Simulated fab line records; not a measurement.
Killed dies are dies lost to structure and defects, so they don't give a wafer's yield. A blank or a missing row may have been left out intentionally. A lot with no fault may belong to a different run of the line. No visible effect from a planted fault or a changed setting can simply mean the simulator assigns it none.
Matching of chambers / flow nand_harc / 4 sister chambers for NHARC_A_BLC_ETCH_16 on rie_diel-08
The step etches the open film in CF4, target depth 39 nm, time 65 s. 8 wafers are shown with their chamber, then 7 later ones without.

## WAFERS PAIRED WITH THEIR CHAMBERS
wafer=L239.6; chamber=3; rf_fwd_power_W (W)=298.2; rf_vpp_V (V)=151.7
wafer=L244.1; chamber=2; rf_fwd_power_W (W)=298.1; rf_vpp_V (V)=150.9
wafer=L244.4; chamber=1; rf_fwd_power_W (W)=295.6; rf_vpp_V (V)=150.1
wafer=L246.2; chamber=2; rf_fwd_power_W (W)=298.4; rf_vpp_V (V)=150.5
wafer=L246.4; chamber=3; rf_fwd_power_W (W)=297.3; rf_vpp_V (V)=151.8
wafer=L246.5; chamber=0; rf_fwd_power_W (W)=295.0; rf_vpp_V (V)=150.7
wafer=L245.1; chamber=0; rf_fwd_power_W (W)=294.7; rf_vpp_V (V)=151.9
wafer=L245.4; chamber=1; rf_fwd_power_W (W)=296.6; rf_vpp_V (V)=149.9

## WAFERS WITHOUT THEIR CHAMBER
wafer=L245.6; rf_fwd_power_W (W)=296.1; rf_vpp_V (V)=150.4
wafer=L248.1; rf_fwd_power_W (W)=298.6; rf_vpp_V (V)=149.5
wafer=L248.2; rf_fwd_power_W (W)=296.6; rf_vpp_V (V)=152.3
wafer=L248.5; rf_fwd_power_W (W)=296.0; rf_vpp_V (V)=152.6
wafer=L255.2; rf_fwd_power_W (W)=299.6; rf_vpp_V (V)=151.2
wafer=L255.4; rf_fwd_power_W (W)=298.2; rf_vpp_V (V)=151.0
wafer=L255.5; rf_fwd_power_W (W)=297.8; rf_vpp_V (V)=151.7

## CHAMBER TAKEN BY EACH
wafer=L245.6; from the rows above=1; in truth=1
wafer=L248.1; from the rows above=2; in truth=2
wafer=L248.2; from the rows above=can't be placed: 3 or 0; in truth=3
wafer=L248.5; from the rows above=can't be placed: 0 or 3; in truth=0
wafer=L255.2; from the rows above=can't be placed: 2 or 3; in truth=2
wafer=L255.4; from the rows above=can't be placed: 2 or 3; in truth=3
wafer=L255.5; from the rows above=3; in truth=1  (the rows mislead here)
2 of 7 placed correctly. Unplaceable from these rows: 4, with the true chamber sitting among the candidates in 4. Wrongly placed: 1.
How it was worked out, from the rows above alone: a wafer's distance from a chamber is the root of the sum, over the readings, of the square of ((its reading less the chamber's mean) divided by the reading's scatter). If the next closest chamber is less than 2 further off than the closest, the wafer can't be placed; otherwise it belongs to the closest. Each chamber's mean is taken over the wafers shown for it. The scatter is the square root of a quotient: the sum, over the shown wafers, of each reading's squared deviation from its chamber's mean, divided by wafers minus chambers.
